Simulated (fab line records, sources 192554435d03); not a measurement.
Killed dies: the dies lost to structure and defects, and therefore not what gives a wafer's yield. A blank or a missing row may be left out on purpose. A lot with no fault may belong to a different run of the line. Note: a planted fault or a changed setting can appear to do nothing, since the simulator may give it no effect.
3 desks, one fault || flow n5Finfet || every desk sees just its own numbers, and what lay behind them comes last

THE DEFECT DESK
Counts from the inspections along the route, per lot, as means over the sampled wafers that have a number. The brackets show how far a lot's mean lies from the usual mean; more than 4 standard deviations puts the lot out of limits, marked OUT.
Columns: A = rawDefectCount at N5_FIN_SAQP_INSPECT_18, usual 413; B = rawDefectCount at N5_FIN_SAQP_INSPECT_40, usual 227; C = rawDefectCount at N5_FIN_CUT_INSPECT_10, usual 41
{"lot": "L677", "first seen here": "day 2 10:49", "A": 353, "B": 225, "C": 39}
{"lot": "L687", "first seen here": "day 4 22:32", "A": 796, "B": "698 (+6.8) OUT", "C": "417 (+31) OUT"}
{"lot": "L696", "first seen here": "day 7 03:43", "A": 418, "B": 152, "C": 25}
This desk's verdict: out of limits on L687, starting with L687 at day 5 03:22 (rawDefectCount at N5_FIN_SAQP_INSPECT_40). In limits: L677, L696.

AT THE TOOL OWNER'S DESK: wetBench-06
The tool's own readings at N5_FIN_SAQP_PRECLEAN_00 (cleans in SC1, time 60 s): means of the sampled wafers that have a number, for each lot that ran on this tool. The brackets show how far a lot's mean lies from the usual mean; more than 4 standard deviations puts the lot out of limits, marked OUT.
Columns: A = tempC at N5_FIN_SAQP_PRECLEAN_00, usual 54.99 C
{"lot": "L677", "first seen here": "day 2 09:22", "A": 55.07}
{"lot": "L687", "first seen here": "day 4 21:18", "A": 54.96}
This desk found nothing out of limits on any of the 2 lots.

METROLOGY DESK
Lot by lot, what the gauges showed, no matter which tool ran the lot: averages of those sampled wafers that carry a number. The brackets show how far a lot's mean lies from the usual mean; more than 4 standard deviations puts the lot out of limits, marked OUT. Readings shown: 7 of its 10, picked as those furthest out on some lot.
Columns: A = DIBL_N at N5_BEOL_M4_RC_MEAS_101, usual 37.0 mV/V; B = DIBL_P at N5_BEOL_M4_RC_MEAS_101, usual 37.3 mV/V; C = IOFF_P at N5_BEOL_M4_RC_MEAS_101, usual 0.23 nA/um; D = ION_N at N5_BEOL_M4_RC_MEAS_101, usual 675 uA/um; E = ION_P at N5_BEOL_M4_RC_MEAS_101, usual 460 uA/um; F = SS_N at N5_BEOL_M4_RC_MEAS_101, usual 71.7 mV/dec; G = VT_P at N5_BEOL_M4_RC_MEAS_101, usual -250 mV
{"lot": "L677", "first seen here": "day 8 05:14", "A": 36.3, "B": 35.9, "C": 0.22, "D": 668, "E": 458, "F": 71.4, "G": -251}
{"lot": "L687", "first seen here": "day 11 08:31", "A": 36.5, "B": 37.6, "C": 0.25, "D": 675, "E": 468, "F": 71.0, "G": -246}
{"lot": "L696", "first seen here": "day 13 20:37", "A": 38.3, "B": 36.6, "C": 0.21, "D": 658, "E": 449, "F": 72.0, "G": -254}
This desk found nothing out of limits on any of the 3 lots.

PUT TOGETHER
The defect desk could have raised an alarm at day 5 03:22, on L687.
The desk of the tool owner found nothing out of limits.
At the metrology desk, nothing out of limits was observed.
The tool owner's desk has L687 on record, within its limits.
The metrology desk has L687 on record, within its limits.
On wetBench-06, each named lot ran N5_FIN_SAQP_PRECLEAN_00.

WHAT THE SIMULATOR PUT IN
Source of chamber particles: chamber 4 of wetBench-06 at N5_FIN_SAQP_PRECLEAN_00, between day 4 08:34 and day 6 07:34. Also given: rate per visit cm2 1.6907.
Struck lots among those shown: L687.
Hours from the fault's start to each desk's first reading out of limits: the defect desk, 19.
